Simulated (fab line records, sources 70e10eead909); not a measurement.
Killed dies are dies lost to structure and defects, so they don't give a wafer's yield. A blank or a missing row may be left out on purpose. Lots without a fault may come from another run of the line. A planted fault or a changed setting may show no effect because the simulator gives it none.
Chamber matching | flow nand_harc | NHARC_P_ZERO_WELL_DESCUM_13 on rie_diel-04: 4 sister chambers
The step chemistry O2, time 3 s. 18 wafers are shown with their chamber, then 9 later ones without.

WAFERS WITH THEIR CHAMBER
wafer  | chamber | drypump_motor_current_A (A) | showerhead_plenum_p_Torr (Torr) | oes_product_au (a.u.)
L074.1 | 0       | 5.4                         | 1.92                            | 0.987
L074.2 | 1       | 5.8                         | 2.00                            | 0.991
L074.4 | 2       | 5.4                         | 1.98                            | 0.992
L075.1 | 3       | 6.2                         | 1.79                            | 0.997
L075.3 | 2       | 5.4                         | 1.98                            | 1.007
L075.6 | 2       | 5.4                         | 1.98                            | 0.986
L080.2 | 1       | 5.8                         | 1.99                            | 0.991
L080.3 | 3       | 6.2                         | 1.79                            | 1.013
L080.5 | 1       | 5.8                         | 1.99                            | 0.986
L084.1 | 3       | 6.3                         | 1.78                            | 0.995
L084.5 | 0       | 5.4                         | 1.90                            | 0.989
L084.6 | 1       | 5.8                         | 1.98                            | 0.989
L086.2 | 1       | 5.8                         | 1.98                            | 0.993
L086.5 | 1       | 5.8                         | 1.98                            | 1.000
L086.6 | 2       | 5.4                         | 1.97                            | 0.989
L087.1 | 2       | 5.4                         | 1.97                            | 0.988
L087.2 | 3       | 6.3                         | 1.78                            | 0.995
L087.6 | 1       | 5.8                         | 1.98                            | 0.980

SIGNATURES (means of the wafers above)
reading                  | chamber 0 | chamber 1 | chamber 2 | chamber 3 | scatter within a chamber
drypump_motor_current_A  | 5.400     | 5.800     | 5.400     | 6.250     | 0.0267
showerhead_plenum_p_Torr | 1.9100    | 1.9857    | 1.9760    | 1.7850    | 0.00752
oes_product_au           | 0.98800   | 0.99000   | 0.99240   | 1.00000   | 0.00729
Rule: a wafer's distance from a chamber is the root of the sum, over the readings, of the square of ((its reading less the chamber's mean) divided by the reading's scatter). The wafer belongs to the nearest chamber; if the next one is less than 2 further off, it can't be placed. The scatter: the root of (the sum of the squares of (reading less its chamber's mean) over the shown wafers, divided by (wafers less chambers)).

WAFERS WITHOUT THEIR CHAMBER
wafer  | drypump_motor_current_A (A) | showerhead_plenum_p_Torr (Torr) | oes_product_au (a.u.)
L088.1 | 5.4                         | 1.90                            | 0.999
L088.4 | 5.8                         | 1.98                            | 1.004
L088.5 | 5.4                         | 1.97                            | 0.998
L092.2 | 5.4                         | 1.97                            | 0.988
L092.4 | 6.3                         | 1.78                            | 0.996
L092.6 | 5.4                         | 1.96                            | 0.984
L093.1 | 5.8                         | 1.98                            | 0.989
L093.2 | 5.4                         | 1.90                            | 0.991
L093.5 | 5.8                         | 1.98                            | 0.986

WHICH CHAMBER EACH WENT THROUGH
wafer  | from the rows above | in truth
L088.1 | 0                   | 0
L088.4 | 1                   | 1
L088.5 | 2                   | 2
L092.2 | 2                   | 2
L092.4 | 3                   | 3
L092.6 | 2                   | 2
L093.1 | 1                   | 1
L093.2 | 0                   | 0
L093.5 | 1                   | 1
Placed correctly: 9 of 9. Can't be placed from these rows: 0. Placed wrongly: 0.
